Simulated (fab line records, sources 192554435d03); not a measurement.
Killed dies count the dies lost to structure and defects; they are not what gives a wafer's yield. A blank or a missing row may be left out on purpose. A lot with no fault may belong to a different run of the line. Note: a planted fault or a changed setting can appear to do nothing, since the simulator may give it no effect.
8D (eight disciplines) problem report, filled in by code	flow n5-finfet	the parts of the form that need people (team, actions taken, sign-off) are left out

1. THE PROBLEM
At N5_MIM_TOP_LITHO_CD_MEAS_08, cd-nm averages 1975.9 nm over 2 wafers from 2 lots, while fault-free wafers read 1998.3 nm, standard deviation 2.7. Measured from the usual mean, that is -8.3 standard deviations.
The step: target cd 2000 nm.
Seen first at day 14 01:56 on cd-sem-01, wafer L416.6. Wafers with a number at this step in the record: 31, from 11 lots. The rule behind "out" and "out of limits": a value lying over 4 standard deviations away from the usual mean. The other wafers with a number count as sound.

2. WHAT IT IS; WHAT IT IS NOT
question	is	is not
which readings at this step	cd-nm	-
which lots	L416, L421	L410, L412, L415, L424, L426, L428, L429, L430, L431
which wafers of those lots	L416.6, L421.1	L416.3, L421.5
read on which gauges	cd-sem-01, cd-sem-03	cd-sem-02
when	from day 14 01:56	up to then (10 sound wafers); but 19 sound wafers of L421, L424, L426, L428, L429, L430, L431 came after

3. SUSPECTS, AND WHAT RULES EACH OUT
Counting: a tool at a process step up to the reading stays a suspect if it ran every lot that is out. Sound lots after the first of them don't rule it out here, since some wafers of a struck lot are sound.
- the gauge at N5_MIM_TOP_LITHO_CD_MEAS_08 has been ruled out. Those wafers that are out were read across 2 gauges (cd-sem-01, cd-sem-03).
- krf-scanner-02 at N5_MIM_TOP_LITHO_EXPOSE_05 (exposes mask MIM TOP, target cd 2000 nm): kept. It ran every lot that is out, first L416 (day 14 01:46); its last sound lot up to then is L412 (day 12 17:14).
Left after counting: krf-scanner-02 at N5_MIM_TOP_LITHO_EXPOSE_05.

4. THE CAUSE (what the simulator had put in)
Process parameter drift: krf-scanner-02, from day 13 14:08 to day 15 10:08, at N5_MIM_TOP_LITHO_EXPOSE_05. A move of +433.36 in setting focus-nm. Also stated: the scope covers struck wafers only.
This tool alone remained once counting was done.

5. THE EFFECT CHAIN, in route order
Each row: a reading where the mean over the struck wafers with a number is more than 3 standard deviations away from the usual. Scope: only readings with a usual standard deviation given in the record; hours: median across lots of the time from each lot's start at the first step in this table that gives one to its start at this step; sigmas: change in usual standard deviations.
hours	step	reading	usual	on struck wafers	change	sigmas
0	N5_MIM_TOP_LITHO_CD_MEAS_08	cd-nm	1998.3 nm	1975.9	-22.4	-8.3
Later measuring or inspecting steps at which every struck wafer that the step has a row for has a number for every such reading, and none has moved that far: N5_MIM_TOP_LITHO_INSPECT_12.

6. WHAT WOULD HAVE CAUGHT IT SOONER
Counted from the fault's start at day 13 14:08, it took 12 hours until the first out-of-limits reading at a measuring or inspecting step in this record, taken at day 14 01:56.
Among the 2 lots that are out, L421 began N5_MIM_TOP_LITHO_EXPOSE_05 on krf-scanner-02 after day 14 01:56. It would have been spared by a hold on the tool at that moment.
